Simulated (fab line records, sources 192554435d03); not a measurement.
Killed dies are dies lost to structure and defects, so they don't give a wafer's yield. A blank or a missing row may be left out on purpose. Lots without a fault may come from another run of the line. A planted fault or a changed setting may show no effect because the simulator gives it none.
Chamber matching | flow n5_finfet | N5_MOL_CONTACT_COAG_ETCH_59 on rie_diel-05: 4 sister chambers
The step etches underlayer in N2/H2, target depth 13 nm, time 10.4 s. 16 wafers are shown with their chamber, then 8 later ones without.

WAFERS WITH THEIR CHAMBER
wafer  | chamber | drypump_motor_current_A (A) | throttle_valve_pct (%) | showerhead_plenum_p_Torr (Torr)
L079.1 | 1       | 5.3                         | 18.33                  | 2.41
L079.3 | 2       | 5.3                         | 17.40                  | 2.59
L079.6 | 2       | 5.3                         | 17.39                  | 2.59
L081.2 | 2       | 5.3                         | 17.40                  | 2.59
L081.3 | 0       | 4.8                         | 18.08                  | 2.41
L081.5 | 2       | 5.3                         | 17.41                  | 2.59
L082.1 | 1       | 5.3                         | 18.34                  | 2.41
L082.2 | 2       | 5.3                         | 17.42                  | 2.58
L082.3 | 0       | 4.8                         | 18.08                  | 2.41
L084.2 | 1       | 5.3                         | 18.34                  | 2.40
L084.3 | 2       | 5.3                         | 17.41                  | 2.58
L084.5 | 1       | 5.3                         | 18.36                  | 2.40
L087.1 | 2       | 5.3                         | 17.42                  | 2.58
L087.3 | 3       | 6.3                         | 17.72                  | 2.62
L087.6 | 0       | 4.8                         | 18.11                  | 2.40
L092.2 | 3       | 6.4                         | 17.73                  | 2.61

SIGNATURES (means of the wafers above)
reading                  | chamber 0 | chamber 1 | chamber 2 | chamber 3 | scatter within a chamber
drypump_motor_current_A  | 4.800     | 5.300     | 5.300     | 6.350     | 0.0204
throttle_valve_pct       | 18.0900   | 18.3425   | 17.4071   | 17.7250   | 0.0125
showerhead_plenum_p_Torr | 2.4067    | 2.4050    | 2.5857    | 2.6150    | 0.00569
Rule: a wafer's distance from a chamber is the root of the sum, over the readings, of the square of ((its reading less the chamber's mean) divided by the reading's scatter). The wafer belongs to the nearest chamber; if the next one is less than 2 further off, it can't be placed. The scatter: the root of (the sum of the squares of (reading less its chamber's mean) over the shown wafers, divided by (wafers less chambers)).

WAFERS WITHOUT THEIR CHAMBER
wafer  | drypump_motor_current_A (A) | throttle_valve_pct (%) | showerhead_plenum_p_Torr (Torr)
L092.5 | 5.4                         | 17.96                  | 2.72
L092.6 | 5.3                         | 17.44                  | 2.58
L094.1 | 6.3                         | 17.75                  | 2.61
L094.4 | 5.3                         | 17.46                  | 2.57
L094.6 | 5.3                         | 17.97                  | 2.72
L095.1 | 6.3                         | 17.76                  | 2.61
L095.3 | 5.3                         | 17.46                  | 2.57
L095.4 | 5.3                         | 17.96                  | 2.72

WHICH CHAMBER EACH WENT THROUGH
wafer  | from the rows above | in truth
L092.5 | 2                   | 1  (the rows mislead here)
L092.6 | 2                   | 2
L094.1 | 3                   | 3
L094.4 | 2                   | 2
L094.6 | 2                   | 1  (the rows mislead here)
L095.1 | 3                   | 3
L095.3 | 2                   | 2
L095.4 | 2                   | 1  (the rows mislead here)
Placed correctly: 5 of 8. Can't be placed from these rows: 0. Placed wrongly: 3.
